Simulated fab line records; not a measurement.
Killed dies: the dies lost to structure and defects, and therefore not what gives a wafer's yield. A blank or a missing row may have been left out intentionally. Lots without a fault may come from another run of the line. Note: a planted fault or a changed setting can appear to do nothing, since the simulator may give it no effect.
What tool caused it? + flow nand_harc + 36 wafers from 12 lots sampled at 5 of the route's 1159 steps

## WHAT THE GAUGES SHOWED, per wafer
NHARC_END_SORT_01.
| lot  | measured     | on        | killed_at_array | killed_at_other | killed_at_periphery | killed_dies | killed_open | killed_short |
|------|--------------|-----------|-----------------|-----------------|---------------------|-------------|-------------|--------------|
| L665 | day 21 03:26 | prober-02 | 24 672 672      | 0 0 1           | 2 3 3               | 26 675 676  | 2 2 5       | 2 0 3        |
| L666 | day 21 18:22 | prober-02 | 673 19 11       | 0 0 0           | 3 2 3               | 676 21 14   | 4 8 1       | 2 3 3        |

## TOOL THAT RAN EACH LOT (tool first, then ch and the chambers of the sampled wafers, then the start)
| lot  | NHARC_A_STAIRCASE_TRIM_222         | NHARC_A_STAIRCASE_TRIM_226                    | NHARC_A_STAIRCASE_ETCH_230                    | NHARC_A_STAIRCASE_ETCH_232                    |
|------|------------------------------------|-----------------------------------------------|-----------------------------------------------|-----------------------------------------------|
| L657 | rie_diel-01 ch 1,2,3, day 11 14:06 | rie_diel-01 ch 0,2, no start                  | rie_diel-04 ch 1,2,3, no start                | rie_diel-04 ch 0,2,3, no start                |
| L659 | rie_diel-02 ch 0,1,2, day 11 14:41 | rie_diel-02 ch 0,3, no start                  | rie_diel-01 ch 0,2, no start                  | rie_diel-01 ch 1,3, no start                  |
| L661 | rie_diel-01 ch 0,2, day 12 03:04   | rie_diel-01 ch 0,3, no start                  | rie_diel-04 ch 0,1,3, no start                | rie_diel-04 ch 1,2,3, no start                |
| L663 | rie_diel-01 ch 0,1, day 12 09:38   | rie_diel-01 ch 0,1, no start                  | rie_diel-01 ch 0,1, no start                  | rie_diel-01 ch 0,2,3, no start                |
| L665 | rie_diel-01 ch 0,2, day 13 03:11   | rie_diel-01 ch 0,2, day 21 03:26 or earlier   | rie_diel-02 ch 0,2,3, day 21 03:26 or earlier | rie_diel-02 ch 0,1,3, day 21 03:26 or earlier |
| L666 | rie_diel-01 ch 0,1,2, day 13 22:10 | rie_diel-01 ch 0,1,2, day 21 18:22 or earlier | rie_diel-01 ch 0,1,2, day 21 18:22 or earlier | rie_diel-01 ch 0,1,3, day 21 18:22 or earlier |
| L667 | rie_diel-02 ch 1,2,3, day 14 00:59 | rie_diel-02 ch 0,1,2, no start                | rie_diel-02 ch 1,2,3, no start                | rie_diel-02 ch 0,1,3, no start                |
| L672 | rie_diel-04 ch 1,3, day 15 02:01   | rie_diel-04 ch 1,2, no start                  | rie_diel-01 ch 1,3, no start                  | rie_diel-01 ch 1,2, no start                  |
| L676 | rie_diel-02 ch 0,1,2, day 15 15:45 | rie_diel-02 ch 0,1,2, no start                | rie_diel-01 ch 0,1,3, no start                | rie_diel-01 ch 0,1,3, no start                |
| L675 | rie_diel-04 ch 1,2,3, day 15 17:51 | rie_diel-04 ch 0,2,3, no start                | rie_diel-02 ch 0,1, no start                  | rie_diel-02 ch 0,1, no start                  |
| L677 | rie_diel-04 ch 0,2, day 16 09:21   | rie_diel-04 ch 1,2, no start                  | rie_diel-01 ch 0,1,3, no start                | rie_diel-01 ch 0,1,3, no start                |
| L678 | rie_diel-01 ch 0,2, day 16 21:43   | rie_diel-01 ch 1,2, no start                  | rie_diel-01 ch 0,2, no start                  | rie_diel-01 ch 0,1,2, no start                |
- NHARC_A_STAIRCASE_TRIM_222: chemistry O2, time 211.2 s.
- NHARC_A_STAIRCASE_TRIM_226: chemistry O2, time 211.2 s.
- NHARC_A_STAIRCASE_ETCH_230: etches the open film in C4F8/O2, target depth 100 nm, time 40.5 s.
- NHARC_A_STAIRCASE_ETCH_232: etches the open film in C4F8/O2, target depth 100 nm, time 40.5 s.

## AS READ BY THE TOOLS THEMSELVES (means over the sampled wafers that have a number; for cases with no such wafer, the mark the record gives instead)
NHARC_A_STAIRCASE_TRIM_222.
| lot  | tool        | drypump_motor_current_A (A) | oes_product_au (a.u.) | rf_vpp_V (V) | run_length_s (s) | showerhead_plenum_p_Torr (Torr) | throttle_valve_pct (%) |
|------|-------------|-----------------------------|-----------------------|--------------|------------------|---------------------------------|------------------------|
| L657 | rie_diel-01 | 5.5                         | 1.011                 | 56.9         | 232.1            | 3.44                            | 17.044                 |
| L659 | rie_diel-02 | 5.6                         | 1.012                 | 57.1         | 232.5            | 3.46                            | 17.030                 |
| L661 | rie_diel-01 | 6.1                         | 1.007                 | 57.0         | 232.1            | 3.39                            | 17.037                 |
| L663 | rie_diel-01 | 5.2                         | 1.008                 | 57.1         | 232.4            | 3.30                            | 17.036                 |
| L665 | rie_diel-01 | 6.0                         | 1.018                 | 58.4         | 176.1            | 3.34                            | 17.050                 |
| L666 | rie_diel-01 | 5.6                         | 0.999                 | 56.9         | 203.9            | 3.33                            | 17.032                 |
| L667 | rie_diel-02 | 5.4                         | 1.005                 | 57.3         | 232.5            | 3.46                            | 17.039                 |
| L672 | rie_diel-04 | 5.1                         | 0.998                 | 57.3         | 232.2            | 3.47                            | 17.042                 |
| L676 | rie_diel-02 | 5.6                         | 1.015                 | 58.0         | 232.5            | 3.61                            | 17.035                 |
| L675 | rie_diel-04 | 5.4                         | 1.005                 | 57.6         | 232.3            | 3.46                            | 17.042                 |
| L677 | rie_diel-04 | 5.7                         | 1.002                 | 57.8         | 232.6            | 3.49                            | 17.035                 |
| L678 | rie_diel-01 | 6.0                         | 0.999                 | 57.6         | 232.4            | 3.33                            | 17.032                 |

NHARC_A_STAIRCASE_TRIM_226.
| lot  | tool        | drypump_motor_current_A (A) | oes_product_au (a.u.) | rf_vpp_V (V) | run_length_s (s) | showerhead_plenum_p_Torr (Torr) | throttle_valve_pct (%) |
|------|-------------|-----------------------------|-----------------------|--------------|------------------|---------------------------------|------------------------|
| L657 | rie_diel-01 | 6.1                         | 1.006                 | 56.7         | 232.2            | 3.39                            | 17.036                 |
| L659 | rie_diel-02 | 5.6                         | 1.003                 | 58.2         | 232.6            | 3.52                            | 17.033                 |
| L661 | rie_diel-01 | 5.7                         | 1.018                 | 58.0         | 232.7            | 3.40                            | 17.033                 |
| L663 | rie_diel-01 | 5.2                         | 1.012                 | 56.4         | 232.4            | 3.30                            | 17.031                 |
| L665 | rie_diel-01 | 6.1                         | 1.010                 | 57.0         | 232.4            | 3.39                            | 17.034                 |
| L666 | rie_diel-01 | 5.6                         | 1.009                 | 57.0         | 232.1            | 3.33                            | 17.037                 |
| L667 | rie_diel-02 | 5.6                         | 1.014                 | 57.9         | 232.6            | 3.45                            | 17.040                 |
| L672 | rie_diel-04 | 5.3                         | 1.003                 | 57.3         | 232.4            | 3.51                            | 17.045                 |
| L676 | rie_diel-02 | 5.6                         | 1.021                 | 57.5         | 232.3            | 3.61                            | 17.033                 |
| L675 | rie_diel-04 | 5.6                         | 1.008                 | 58.0         | 232.6            | 3.45                            | 17.035                 |
| L677 | rie_diel-04 | 5.6                         | 1.012                 | 57.7         | 233.1            | 3.49                            | 17.033                 |
| L678 | rie_diel-01 | 5.7                         | 1.008                 | 57.0         | 232.2            | 3.54                            | 17.037                 |

NHARC_A_STAIRCASE_ETCH_230.
| lot  | tool        | oes_product_au (a.u.) | rf_fwd_power_W (W) | rf_vpp_V (V) |
|------|-------------|-----------------------|--------------------|--------------|
| L657 | rie_diel-04 | 0.961                 | 593.1              | 893          |
| L659 | rie_diel-01 | 0.978                 | 591.4              | 892          |
| L661 | rie_diel-04 | 0.936                 | 594.2              | 894          |
| L663 | rie_diel-01 | 0.945                 | 592.3              | 887          |
| L665 | rie_diel-02 | 0.970                 | 591.7              | 893          |
| L666 | rie_diel-01 | 0.948                 | 591.1              | 888          |
| L667 | rie_diel-02 | 0.952                 | 589.4              | 893          |
| L672 | rie_diel-01 | 0.946                 | 592.9              | 904          |
| L676 | rie_diel-01 | 0.970                 | 591.8              | 897          |
| L675 | rie_diel-02 | 0.973                 | 590.3              | 895          |
| L677 | rie_diel-01 | 0.937                 | 591.9              | 897          |
| L678 | rie_diel-01 | 0.936                 | 593.5              | 889          |

NHARC_A_STAIRCASE_ETCH_232.
| lot  | tool        | oes_product_au (a.u.) | rf_fwd_power_W (W) | rf_vpp_V (V) |
|------|-------------|-----------------------|--------------------|--------------|
| L657 | rie_diel-04 | 0.947                 | 593.8              | 894          |
| L659 | rie_diel-01 | 0.951                 | 589.8              | 894          |
| L661 | rie_diel-04 | 0.939                 | 591.4              | 894          |
| L663 | rie_diel-01 | 0.948                 | 591.5              | 893          |
| L665 | rie_diel-02 | 0.963                 | 590.0              | 896          |
| L666 | rie_diel-01 | 0.952                 | 590.6              | 890          |
| L667 | rie_diel-02 | 0.950                 | 592.3              | 896          |
| L672 | rie_diel-01 | 0.938                 | 591.7              | 901          |
| L676 | rie_diel-01 | 0.958                 | 592.6              | 897          |
| L675 | rie_diel-02 | 0.965                 | 591.0              | 896          |
| L677 | rie_diel-01 | 0.944                 | 590.8              | 897          |
| L678 | rie_diel-01 | 0.945                 | 591.2              | 894          |

## THE ANSWER, worked out from the rows above alone
Rule: what is usual is taken from the lots themselves. The widest of any qualifying gaps counts: lots, ordered by their means at a reading, are off when they make up no more than a third of the lots, leave a main group of 4 or more, and stand apart from it by 3 or more times the standard deviation of that group's means. Not used: any main group whose means are identical at the precision the tables above print for the reading. A lot without any number at a reading at which 4 lots or more have one is off too. Where the step has rows for the other lots, those lots are counted as sound. The gauges are gone through in route order, then the tools' own readings, and for those a lot's mean is taken as printed above. The first step at which some lot is off is used, and at that step the reading that is off furthest; a lot without a number counts as furthest.
Off at NHARC_A_STAIRCASE_TRIM_222 (run_length_s): L665, L666. Main group: mean 232.4 s, sd 0.17.
If a tool, at that step or one of the process steps before it, ran each lot that is off and ran no sound lot following the first of them, it fits. Not one of the candidates tried fits.

## WHAT THE SIMULATOR HAD INSERTED
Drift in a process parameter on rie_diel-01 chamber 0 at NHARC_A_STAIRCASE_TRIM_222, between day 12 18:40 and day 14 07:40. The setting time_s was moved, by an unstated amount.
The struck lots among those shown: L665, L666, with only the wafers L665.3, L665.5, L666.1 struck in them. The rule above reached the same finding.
